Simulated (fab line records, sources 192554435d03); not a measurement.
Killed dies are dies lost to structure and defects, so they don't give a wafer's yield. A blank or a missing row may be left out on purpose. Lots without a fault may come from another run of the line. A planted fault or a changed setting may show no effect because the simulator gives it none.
Problem report in the 8D (eight disciplines) form, filled by code | flow n5_finfet | the parts of the form that need people (team, actions taken, sign-off) are left out

1. THE PROBLEM
run_length_s at N5_BEOL_M1_VIA_ETCH_34 reads a mean of 91.7 s on 2 wafers of 2 lots; wafers without a fault read 87.5 s with a standard deviation of 0.39. That is +11 standard deviations from the usual mean.
The step: etches the open film in C4F6/O2, target depth 67.8 nm, time 64.4 s.
First seen on wafer L472.4, day 7 17:28, on rie_diel-02. The record holds 30 wafers of 10 lots with a number at this step. Rule for "out", or "out of limits": more than 4 standard deviations from the usual mean. The other wafers with a number count as sound.

2. WHAT IT IS AND WHAT IT IS NOT
question                    | is               | is not
which readings at this step | run_length_s     | chamber_pressure_mTorr, drypump_motor_current_A, oes_product_au, rf_vpp_V, showerhead_plenum_p_Torr, throttle_valve_pct
which lots                  | L471, L472       | L466, L467, L470, L479, L485, L486, L488, L489
which wafers of those lots  | L471.5, L472.4   | L471.2, L471.3, L472.1, L472.3
read on which tools         | rie_diel-02      | rie_diel-01
when                        | from day 7 17:28 | up to then (11 sound wafers); but 17 sound wafers of L471, L479, L485, L486, L488, L489 came after

3. SUSPECTS, AND WHAT RULES EACH OUT
Counting: a tool at a process step up to the reading stays a suspect if it ran every lot that is out. Sound lots after the first of them don't rule it out here, since some wafers of a struck lot are sound.
- rie_diel-02 at N5_BEOL_M1_VIA_ETCH_34 (etches the open film in C4F6/O2, target depth 67.8 nm, time 64.4 s): kept. It ran every lot that is out, first L472 (day 7 17:28); its last sound lot up to then is L467 (day 6 14:09). Its own readings are out on those wafers: run_length_s.
Left after counting: rie_diel-02 at N5_BEOL_M1_VIA_ETCH_34.

4. THE CAUSE (what the simulator had put in)
Process parameter drift: rie_diel-02, from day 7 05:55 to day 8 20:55, at N5_BEOL_M1_VIA_ETCH_34. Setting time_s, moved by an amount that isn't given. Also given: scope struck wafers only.
Counting left only this tool.

5. THE CHAIN OF EFFECTS, in route order
Each row: a reading whose mean over the struck wafers that have a number lies more than 3 standard deviations from the usual. Only readings for which the record gives a usual standard deviation are gone through. hours: the time from each lot's start at the first step in this table that gives one to its start at this step, as a median over the lots. sigmas: the change in usual standard deviations.
hours | step                   | reading      | usual  | on struck wafers | change | sigmas
0     | N5_BEOL_M1_VIA_ETCH_34 | run_length_s | 87.5 s | 91.7             | +4.2   | +11
The process steps in it:
- N5_BEOL_M1_VIA_ETCH_34: etches the open film in C4F6/O2, target depth 67.8 nm, time 64.4 s.
Later measuring or inspecting steps at which every struck wafer that the step has a row for has a number for every such reading, and none has moved that far: N5_BEOL_M1_OCD_MEAS_38, N5_BEOL_M4_RC_MEAS_101.

6. WHAT WOULD HAVE CAUGHT IT SOONER
In this record the first reading out of limits was taken at day 7 17:28, 12 hours after the fault began at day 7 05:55.
